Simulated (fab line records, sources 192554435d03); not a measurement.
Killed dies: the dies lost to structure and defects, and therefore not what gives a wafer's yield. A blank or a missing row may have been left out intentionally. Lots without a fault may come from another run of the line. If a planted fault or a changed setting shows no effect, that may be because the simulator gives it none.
Which tool did it?    flow n5-finfet    36 wafers from 12 lots sampled at 4 of the route's 1938 steps

## WHAT EACH GAUGE READ, for each wafer
N5_BEOL_M4_OVL_MEAS_12.
lot   measured      on          M4_OVL (nm)
L074  day 8 08:07   overlay-02  0.9 1.0 -0.2
L078  day 8 13:11   overlay-01  -1.3 -0.4 -0.3
L079  day 8 22:45   overlay-01  0.6 -0.5 -0.7
L081  day 9 05:44   overlay-02  1.2 1.1 1.4
L083  day 11 03:41  overlay-01  -2.0 -0.9 1.1
L085  day 11 22:21  overlay-01  -0.3 0.6 0.3
L088  day 12 10:33  overlay-02  -0.8 -1.1 -0.4
L089  day 12 11:53  overlay-02  0.1 -0.4 1.5
L091  day 12 14:53  overlay-02  0.1 -0.6 -1.3
L092  day 12 22:49  overlay-02  1.1 1.2 1.7
L094  day 13 06:43  overlay-01  0.6 0.1 1.7
L097  day 14 20:46  overlay-02  1.2 0.6 0.5

## TOOL THAT RAN EACH LOT (tool first, then ch and the chambers of the sampled wafers, then the start)
lot   N5_BEOL_M3_PRE_CLEAN_45       N5_BEOL_M3_SPUTTER_86         N5_BEOL_M4_ILD_DEP_00
L074  pvd-sputter-03, day 8 03:29   pvd-sputter-01, day 8 04:46   pecvd-02 ch 0,1, day 8 06:58
L078  pvd-sputter-01, day 8 07:49   pvd-sputter-03, day 8 09:21   pecvd-04 ch 0,1,2, day 8 11:35
L079  pvd-sputter-02, day 8 17:01   pvd-sputter-02, day 8 18:31   pecvd-02 ch 0,1, day 8 20:59
L081  pvd-sputter-03, day 8 21:03   pvd-sputter-02, day 8 22:29   pecvd-01 ch 1,2, day 9 01:11
L083  pvd-sputter-01, day 10 21:07  pvd-sputter-03, day 10 23:20  pecvd-02 ch 1,2, day 11 01:35
L085  pvd-sputter-03, day 11 16:43  pvd-sputter-01, day 11 18:50  pecvd-02 ch 0,2, day 11 21:04
L088  pvd-sputter-03, day 11 22:15  pvd-sputter-03, day 12 02:47  pecvd-02 ch 0,1, day 12 07:57
L089  pvd-sputter-02, day 12 07:04  pvd-sputter-01, day 12 08:22  pecvd-02 ch 0,1, day 12 10:35
L091  pvd-sputter-03, day 12 07:32  pvd-sputter-01, day 12 10:17  pecvd-01 ch 0,1, day 12 12:41
L092  pvd-sputter-02, day 12 18:16  pvd-sputter-03, day 12 19:53  pecvd-02 ch 0,1,2, day 12 22:09
L094  pvd-sputter-01, day 13 01:11  pvd-sputter-01, day 13 02:33  pecvd-02 ch 0,1,2, day 13 04:46
L097  pvd-sputter-01, day 14 14:16  pvd-sputter-01, day 14 17:17  pecvd-01 ch 0,1, day 14 19:29
- N5_BEOL_M3_PRE_CLEAN_45: time 30 s.
- N5_BEOL_M3_SPUTTER_86: material Cu, target thk 4.5 nm, time 8.29 s.
- N5_BEOL_M4_ILD_DEP_00: deposits SiOC from DEMS/O2, target thk 79 nm, time 15.3 s.

## THE ANSWER, worked out from the rows above alone
Rule: the usual values come from the lots themselves. Put in order of their means at a reading, lots are off if they are a third of the lots or fewer, leave a main group of 4 or more, and stand apart from it by a gap of 3 or more times the standard deviation of the main group's means; of several such gaps the widest counts. A main group is skipped when, at the precision printed for the reading in the tables above, its means are all equal. A lot without any number at a reading at which 4 lots or more have one is off too. The other lots that the step has rows for count as sound.
None of the lots is off at any reading shown; this tells nothing.

## WHAT HAD BEEN PUT IN BY THE SIMULATOR
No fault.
